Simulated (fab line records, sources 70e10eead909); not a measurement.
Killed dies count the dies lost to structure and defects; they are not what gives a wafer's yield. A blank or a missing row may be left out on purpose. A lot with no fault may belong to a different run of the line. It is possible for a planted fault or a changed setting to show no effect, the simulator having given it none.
Chamber matching    flow nand_harc    NHARC_HYBRID_BOND_ACTIVATE_00 on rie_diel-07: 4 sister chambers
The step chemistry N2, time 60 s. 18 wafers are shown with their chamber, then 9 later ones without.

WAFERS WITH THEIR CHAMBER
wafer   chamber  showerhead_plenum_p_Torr (Torr)  drypump_motor_current_A (A)  oes_product_au (a.u.)
L283.1  3        1.72                             6.3                          1.011
L283.2  2        1.71                             6.1                          1.026
L283.3  0        1.72                             5.8                          1.005
L280.2  0        1.72                             5.8                          0.993
L280.5  0        1.72                             5.7                          0.991
L280.6  1        1.64                             5.8                          1.002
L284.2  0        1.72                             5.8                          1.006
L284.4  1        1.64                             5.8                          1.006
L284.6  1        1.64                             5.8                          1.006
L285.1  1        1.64                             5.8                          1.000
L285.2  0        1.72                             5.8                          1.002
L285.4  3        1.72                             6.2                          0.995
L287.3  2        1.70                             6.2                          1.016
L287.4  1        1.64                             5.8                          0.993
L287.6  0        1.72                             5.8                          1.002
L286.1  2        1.70                             6.2                          1.004
L286.2  3        1.71                             6.2                          0.996
L286.4  0        1.72                             5.8                          1.002

SIGNATURES, as means of the wafers listed above
reading                   chamber 0  chamber 1  chamber 2  chamber 3  scatter within a chamber
showerhead_plenum_p_Torr  1.7200     1.6400     1.7033     1.7167     0.00309
drypump_motor_current_A   5.786      5.800      6.167      6.233      0.0396
oes_product_au            1.00014    1.00140    1.01533    1.00067    0.00718
Rule: for each reading, subtract the chamber's mean from the wafer's reading, divide by that reading's scatter and square the result; add these up over the readings and take the root, which gives the wafer's distance from the chamber. If the next closest chamber is less than 2 further off than the closest, the wafer can't be placed; otherwise it belongs to the closest. The scatter: take each reading less its chamber's mean, square it, sum over the shown wafers, divide by the number of wafers less the number of chambers, and take the root.

WAFERS WHOSE CHAMBER IS MISSING
wafer   showerhead_plenum_p_Torr (Torr)  drypump_motor_current_A (A)  oes_product_au (a.u.)
L295.2  1.72                             5.8                          0.994
L295.3  1.71                             6.2                          1.001
L295.5  1.70                             6.2                          1.006
L301.1  1.71                             6.2                          1.010
L301.2  1.70                             6.2                          1.017
L301.5  1.70                             6.2                          1.002
L302.1  1.72                             5.8                          1.007
L302.2  1.63                             5.8                          1.007
L302.3  1.71                             6.3                          1.008

THE CHAMBER EACH PASSED THROUGH
wafer   from the rows above      in truth
L295.2  0                        0
L295.3  can't be placed: 3 or 2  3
L295.5  2                        2
L301.1  can't be placed: 2 or 3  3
L301.2  2                        2
L301.5  2                        2
L302.1  0                        0
L302.2  1                        1
L302.3  can't be placed: 3 or 2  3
6 of 9 placed correctly. From these rows, 3 cannot be placed; in 3 the true chamber is one of the candidates. Wrongly placed: 0.
